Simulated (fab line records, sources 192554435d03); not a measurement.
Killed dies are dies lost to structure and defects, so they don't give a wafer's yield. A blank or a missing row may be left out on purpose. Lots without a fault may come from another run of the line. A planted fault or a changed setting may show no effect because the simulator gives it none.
fab line records | flow n5_finfet
record lots=7 wafers=39
route steps=1938 shown BEOL_M13@1659
start_h: hours from the record's first day to the start of the lot's first wafer shown | wait_h: hours since the lot's step before | " the same as in the row above | L1.1+2: a row that stands for several wafers | - no value, or no start given | * or withheld: withheld | < > ~ a bound
route shown NAME@n: a module of which the file shows steps, and the number in the route of the first | usual: mean/standard deviation of fault-free wafers | same: alike in all rows | chamber/n: place in a boat | sites: the reading at each site | _std_site: their standard deviation | _edge_site: outer sites' mean less inner sites' | radius_mm: how far each site lies from the wafer's centre | mask NAME#n: copy n | behind: the tool/chamber that last shaped the wafer | hold: why the lot was held/for how many hours/how that ended | device: the transistor (n, p or np) that didn't switch | end of line: the same wafers' tests at the end of the route | a step without rows: its recipe alone | killed: dies lost to structure and defects at the first sort, not the wafer's yield | map: a wafer's dies, x killed, . not, _ none there
set.NAME: the setting as run; set.NAME@STEP: as run at that earlier step | model.NAME: the simulator's own value behind a step, which no gauge read
lots whose settings were changed on purpose; a table a step, a row a wafer
## steps
# step N5_BEOL_M13_ILD_DEP_00
# recipe material=SiOC target_thk_a=8379.2 temp_c=350 precursor=DEMS/O2 pressure_torr=5 rf_w=500 time_s=166.4
# columns lot.wafer tool chamber start_h wait_h set.time_s model.SiOC_of_BEOL_M13_ILD_DEP_00.thk_nm
L077.1 pecvd-03 0 286.15 0.0 166.4 836.8
L077.2 " 1 " " 265.6 1317
L077.3 " 2 " " 166.4 830.2
L077.4 " 2 " " 166.4 849.4
L077.5 " 0 " " 265.6 1349
L077.6 " 1 " " 265.6 1339
L082.1 pecvd-02 2 312.29 0.0 82.95 412.2
L082.2 " 0 " " 166.4 837.2
L082.3 " 1 " " 166.4 833.2
L082.4 " 0 " " 166.4 858.2
L082.5 " 1 " " 82.95 423.8
L082.6 " 2 " " 82.95 419.8
L084.1 pecvd-02 1 325.44 0.0 140 686.6
L084.2 " 2 " " 140 695.8
L084.3 " 0 " " 166.4 828.4
L084.4 " 0 " " 166.4 835.8
L084.5 " 1 " " 166.4 839.2
L084.6 " 2 " " 140 700.8
L085.1 pecvd-02 2 334.53 0.0 166.4 832.4
L085.2 " 0 " " 166.4 842.2
L085.3 " 1 " " 166.4 836.6
L085.4 " 1 " " 166.4 852.6
L085.5 " 0 " " 166.4 850
L085.6 " 2 " " 166.4 846.8
L086.1 pecvd-04 2 348.93 0.0 166.4 825
L086.2 " 2 " " 259.7 1308
L086.3 " 2 " " 166.4 841.6
L086.4 " 2 " " 166.4 848.6
L086.5 " 2 " " 259.7 1311
L086.6 " 2 " " 259.7 1306
L092.1 pecvd-02 0 379.70 0.0 166.4 825.8
L092.2 " 1 " " 166.4 829.4
L092.3 " 2 " " 166.4 831.6
L092.4 " 0 " " 166.4 844
L092.5 " 1 " " 166.4 834.2
L092.6 " 2 " " 166.4 839.4
L096.1 pecvd-02 2 401.99 0.0 166.4 827
L096.2 " 0 " " 166.4 819.8
L096.4 " 2 " " 166.4 835.6
# step N5_BEOL_M13_THK_MEAS_01
# recipe reads=SiOC_of_BEOL_M13_ILD_DEP_00
# usual M13_ILD_THK=838/11
# columns lot.wafer tool chamber start_h wait_h set.time_s@BEOL_M13_ILD_DEP_00 M13_ILD_THK[nm]
L077.1 film_metro-01 - 286.30 0.1 166.4 838
L077.2 " - " " 265.6 1317
L077.3 " - " " 166.4 830
L077.4 " - " " 166.4 850
L077.5 " - " " 265.6 1348
L077.6 " - " " 265.6 1339
L082.1 film_metro-02 - 312.44 0.1 82.95 412
L082.2 " - " " 166.4 838
L082.3 " - " " 166.4 833
L082.4 " - " " 166.4 859
L082.5 " - " " 82.95 424
L082.6 " - " " 82.95 420
L084.1 film_metro-01 - 325.59 0.1 140 686
L084.2 " - " " 140 696
L084.3 " - " " 166.4 829
L084.4 " - " " 166.4 835
L084.5 " - " " 166.4 840
L084.6 " - " " 140 701
L085.1 film_metro-02 - 334.68 0.1 166.4 833
L085.2 " - " " 166.4 842
L085.3 " - " " 166.4 836
L085.4 " - " " 166.4 852
L085.5 " - " " 166.4 850
L085.6 " - " " 166.4 847
L086.1 film_metro-02 - 349.31 0.3 166.4 825
L086.2 " - " " 259.7 1307
L086.3 " - " " 166.4 841
L086.4 " - " " 166.4 848
L086.5 " - " " 259.7 1311
L086.6 " - " " 259.7 1306
L092.1 film_metro-02 - 379.85 0.1 166.4 826
L092.2 " - " " 166.4 829
L092.3 " - " " 166.4 832
L092.4 " - " " 166.4 844
L092.5 " - " " 166.4 834
L092.6 " - " " 166.4 840
L096.1 film_metro-01 - 402.20 0.2 166.4 827
L096.2 " - " " 166.4 820
L096.4 " - " " 166.4 835
# step N5_BEOL_M13_COAT_58
# recipe resist=BARC temp_c=205 time_s=60 spin_rpm=1500 resist_thk_nm=89
# step N5_BEOL_M13_COAT_04
# recipe spin_rpm=1625 resist_thk_nm=400
# step N5_BEOL_M13_DESCUM_15
# recipe chemistry=O2 time_s=7.9 source_power_w=50 bias_power_w=20 pressure_mtorr=20 rf_frequency_hz=2.712e+07 temp_c=40 o2_flow_sccm=225
# step N5_BEOL_M13_ETCH_59
# recipe chemistry=N2/H2 target=BARC target_depth_a=890 overetch_a=267 time_s=67.9 ion_energy_ev=200 pressure_mtorr=30 source_w=840 bias_w=150 n2_flow_sccm=200 h2_flow_sccm=200
# step N5_BEOL_M13_VIA_ETCH_16
# recipe chemistry=C4F8/O2/Ar target=SiOC pressure_mtorr=30 source_w=3000 bias_w=700 Ar_flow_sccm=400 C4F8_flow_sccm=15 O2_flow_sccm=8 he_inner_torr=15 he_outer_torr=30 target_depth_a=9217 time_s=withheld ion_energy_ev=250 ends=cleared
# columns lot.wafer tool chamber start_h wait_h set.time_s@BEOL_M13_ILD_DEP_00 model.BARC_of_BEOL_M13_COAT_58.thk_nm model.etch.depth_nm model.coat_of_BEOL_M13_COAT_04.thk_nm
L077.1 rie_diel-06 0 286.78 0.0 * 88.6 836.8 74.2
L077.2 " 3 " " * 13.6 1317 0
L077.3 " 2 " " * 88.6 830.3 72.4
L077.4 " 1 " " * 88.8 849.4 65.8
L077.5 " 2 " " * 7.8 1349 0
L077.6 " 3 " " * 6.4 1339 0
L082.1 rie_diel-01 1 312.91 0.0 * 89.2 412.2 198.2
L082.2 " 0 " " * 89 837.1 71.6
L082.3 " 3 " " * 89.2 833.2 76.2
L082.4 " 2 " " * 89.4 858.2 68
L082.5 " 0 " " * 89.2 423.9 195.4
L082.6 " 1 " " * 89 419.8 196.8
L084.1 rie_diel-06 3 326.09 0.0 * 89.4 686.7 112.2
L084.2 " 0 " " * 89 695.8 116.2
L084.3 " 2 " " * 89 828.3 74
L084.4 " 0 " " * 89 835.7 74.2
L084.5 " 3 " " * 89.2 839.1 69.4
L084.6 " 2 " " * 89.2 700.8 112.8
L085.1 rie_diel-01 0 335.47 0.0 * 89 832.4 73
L085.2 " 2 " " * 89.2 842.1 68.2
L085.3 " 3 " " * 89.2 836.5 74
L085.4 " 1 " " * 89 852.5 68
L085.5 " 2 " " * 89.2 849.9 66.8
L085.6 " 1 " " * 89.2 846.9 69.8
L086.1 rie_diel-06 3 349.79 0.0 * 89 825 72.2
L086.2 " 0 " " * 21.6 1308 0
L086.3 " 2 " " * 89 841.7 70.6
L086.4 " 1 " " * 89 848.6 65.8
L086.5 " 1 " " * 14.8 1311 0
L086.6 " 2 " " * 20 1306 0
L092.1 rie_diel-01 2 380.45 0.0 * 88.8 825.8 73.4
L092.2 " 1 " " * 88.6 829.3 74.2
L092.3 " 0 " " * 89.2 831.6 73.6
L092.4 " 2 " " * 88.8 844 67.6
L092.5 " 1 " " * 88.8 834.2 73.2
L092.6 " 0 " " * 88.8 839.4 70.4
L096.1 rie_diel-02 1 402.68 0.0 * 88.8 826.9 72.4
L096.2 " 0 " " * 89 819.7 78.4
L096.4 " 3 " " * 88.8 835.6 69.8
# step N5_BEOL_M13_STRIP_63
# recipe chemistry=N2/H2 power_w=1000 temp_c=250 h2_frac=0.65 overash_fraction=0.3 pressure_mtorr=1000 n2_flow_sccm=1750 h2_flow_sccm=3250
# usual oes_product_au=0.674/0.0045 strip_time_to_endpoint_s=27.9/1.1
# columns lot.wafer tool chamber start_h wait_h set.time_s@BEOL_M13_ILD_DEP_00 oes_product_au strip_time_to_endpoint_s
L077.1 plasma_asher-02 0 287.01 - 166.4 0.675 28.9
L077.2 " 1 " " 265.6 0.227 0.0
L077.3 " 0 " " 166.4 0.670 28.4
L077.4 " 1 " " 166.4 0.673 26.4
L077.5 " 0 " " 265.6 0.231 0.0
L077.6 " 1 " " 265.6 0.216 0.0
L082.1 plasma_asher-01 1 313.15 - 82.95 0.768 62.2
L082.2 " 0 " " 166.4 0.679 28.1
L082.3 " 1 " " 166.4 0.679 29.5
L082.4 " 0 " " 166.4 0.670 27.1
L082.5 " 1 " " 82.95 0.756 61.5
L082.6 " 0 " " 82.95 0.766 61.8
L084.1 plasma_asher-01 0 326.33 - 140 0.694 39.6
L084.2 " 1 " " 140 0.682 40.6
L084.3 " 1 " " 166.4 0.678 28.8
L084.4 " 0 " " 166.4 0.675 28.9
L084.5 " 0 " " 166.4 0.668 27.5
L084.6 " 1 " " 140 0.693 39.7
L085.1 plasma_asher-02 0 335.70 - 166.4 0.675 28.5
L085.2 " 1 " " 166.4 0.676 27.1
L085.3 " 0 " " 166.4 0.678 28.8
L085.4 " 1 " " 166.4 0.675 27.1
L085.5 " 0 " " 166.4 0.674 26.7
L085.6 " 1 " " 166.4 0.676 27.6
L086.1 plasma_asher-01 0 350.04 - 166.4 0.675 28.3
L086.2 " 1 " " 259.7 0.238 0.0
L086.3 " 1 " " 166.4 0.675 27.8
L086.4 " 0 " " 166.4 0.666 26.4
L086.5 " 0 " " 259.7 0.234 0.0
L086.6 " 1 " " 259.7 0.231 0.0
L092.1 plasma_asher-02 1 380.73 - 166.4 0.668 28.7
L092.2 " 0 " " 166.4 0.671 28.9
L092.3 " 0 " " 166.4 0.675 28.7
L092.4 " 1 " " 166.4 0.677 27.0
L092.5 " 0 " " 166.4 0.667 28.6
L092.6 " 1 " " 166.4 0.680 27.8
L096.1 plasma_asher-01 1 402.91 - 166.4 0.675 28.3
L096.2 " 0 " " 166.4 0.676 30.1
L096.4 " 1 " " 166.4 0.675 27.6
# step N5_BEOL_M13_STRIP_64
# recipe chemistry=N2/H2 power_w=1000 temp_c=250 h2_frac=0.65 overash_fraction=0.3 pressure_mtorr=withheld n2_flow_sccm=1750 h2_flow_sccm=3250
# usual strip_time_to_endpoint_s=31.34/0.069
# columns lot.wafer tool chamber start_h wait_h set.time_s@BEOL_M13_ILD_DEP_00 strip_time_to_endpoint_s
L077.1 plasma_asher-02 0 287.07 0.0 166.4 31.21
L077.2 " 1 " " 265.6 9.00
L077.3 " 0 " " 166.4 31.18
L077.4 " 1 " " 166.4 31.24
L077.5 " 0 " " 265.6 6.65
L077.6 " 1 " " 265.6 6.08
L082.1 plasma_asher-01 1 313.21 0.0 82.95 31.38
L082.2 " 0 " " 166.4 31.33
L082.3 " 1 " " 166.4 31.33
L082.4 " 0 " " 166.4 31.41
L082.5 " 1 " " 82.95 31.35
L082.6 " 0 " " 82.95 31.30
L084.1 plasma_asher-01 0 326.39 0.0 140 31.44
L084.2 " 1 " " 140 31.31
L084.3 " 1 " " 166.4 31.34
L084.4 " 0 " " 166.4 31.33
L084.5 " 0 " " 166.4 31.36
L084.6 " 1 " " 140 31.39
L085.1 plasma_asher-02 0 335.76 0.0 166.4 31.29
L085.2 " 1 " " 166.4 31.36
L085.3 " 0 " " 166.4 31.37
L085.4 " 1 " " 166.4 31.31
L085.5 " 0 " " 166.4 31.37
L085.6 " 1 " " 166.4 31.38
L086.1 plasma_asher-01 0 350.10 0.0 166.4 31.32
L086.2 " 1 " " 259.7 12.06
L086.3 " 1 " " 166.4 31.34
L086.4 " 0 " " 166.4 31.32
L086.5 " 0 " " 259.7 9.46
L086.6 " 1 " " 259.7 11.51
L092.1 plasma_asher-02 1 380.79 0.0 166.4 31.23
L092.2 " 0 " " 166.4 31.18
L092.3 " 0 " " 166.4 31.32
L092.4 " 1 " " 166.4 31.23
L092.5 " 0 " " 166.4 31.25
L092.6 " 1 " " 166.4 31.23
L096.1 plasma_asher-01 1 402.97 0.0 166.4 31.25
L096.2 " 0 " " 166.4 31.33
L096.4 " 1 " " 166.4 31.26
# step N5_BEOL_M13_STRIP_71
# recipe chemistry=post_etch_residue_remover time_s=60 temp_c=25 remover_ph=withheld remover_water_wt_pct=withheld remover_fluoride_wt_pct=withheld
# step N5_BEOL_M13_SRD_72
# recipe time_s=30 temp_c=23 rinse_liquid=diw dry=n2_spin spin_rpm=1500 dry_time_s=30
# step N5_BEOL_M13_CD_MEAS_17
# recipe target_cd_nm=190 polarity=opening
# usual cd_nm=190.3/1.6
# columns lot.wafer tool chamber start_h wait_h set.time_s@BEOL_M13_ILD_DEP_00 cd_nm
L077.1 cd_sem-01 - 287.22 0.0 166.4 192.4
L077.2 " - " " 265.6 204.2
L077.3 " - " " 166.4 190.7
L077.4 " - " " 166.4 190.2
L077.5 " - " " 265.6 211.8
L077.6 " - " " 265.6 210.6
L082.1 cd_sem-03 - 313.40 0.0 82.95 186.9
L082.2 " - " " 166.4 189.1
L082.3 " - " " 166.4 192.2
L082.4 " - " " 166.4 190.7
L082.5 " - " " 82.95 187.2
L082.6 " - " " 82.95 186.7
L084.1 cd_sem-02 - 326.54 0.0 140 190.2
L084.2 " - " " 140 188.6
L084.3 " - " " 166.4 190.9
L084.4 " - " " 166.4 190.1
L084.5 " - " " 166.4 190.0
L084.6 " - " " 140 188.8
L085.1 cd_sem-03 - 335.91 0.0 166.4 191.8
L085.2 " - " " 166.4 190.3
L085.3 " - " " 166.4 191.8
L085.4 " - " " 166.4 188.7
L085.5 " - " " 166.4 191.9
L085.6 " - " " 166.4 189.5
L086.1 cd_sem-02 - 350.25 0.0 166.4 191.1
L086.2 " - " " 259.7 200.3
L086.3 " - " " 166.4 189.1
L086.4 " - " " 166.4 190.7
L086.5 " - " " 259.7 204.2
L086.6 " - " " 259.7 201.5
L092.1 cd_sem-01 - 380.94 0.0 166.4 191.9
L092.2 " - " " 166.4 188.9
L092.3 " - " " 166.4 189.4
L092.4 " - " " 166.4 193.6
L092.5 " - " " 166.4 190.1
L092.6 " - " " 166.4 190.4
L096.1 cd_sem-01 - 403.12 0.0 166.4 193.6
L096.2 " - " " 166.4 188.9
L096.4 " - " " 166.4 189.4
## key
split step=N5_BEOL_M13_ILD_DEP_00 setting=time_s stated=166.4 by=wafer
response step=N5_BEOL_M13_ILD_DEP_00 reading=model.SiOC_of_BEOL_M13_ILD_DEP_00.thk_nm change=+8.39 per=1% r=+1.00
response step=N5_BEOL_M13_THK_MEAS_01 reading=M13_ILD_THK change=+8.39 per=1% r=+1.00
response step=N5_BEOL_M13_VIA_ETCH_16 reading=model.BARC_of_BEOL_M13_COAT_58.thk_nm shape=bent at_lowest=89.13 at_stated=88.97 at_highest=9.267
response step=N5_BEOL_M13_VIA_ETCH_16 reading=model.etch.depth_nm change=+8.39 per=1% r=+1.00
response step=N5_BEOL_M13_VIA_ETCH_16 reading=model.coat_of_BEOL_M13_COAT_04.thk_nm change=-1.59 per=1% r=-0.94
response step=N5_BEOL_M13_STRIP_63 reading=oes_product_au shape=bent at_lowest=0.763 at_stated=0.674 at_highest=0.225
response step=N5_BEOL_M13_STRIP_63 reading=strip_time_to_endpoint_s shape=bent at_lowest=* at_stated=* at_highest=*
response step=N5_BEOL_M13_STRIP_64 reading=strip_time_to_endpoint_s shape=bent at_lowest=* at_stated=* at_highest=*
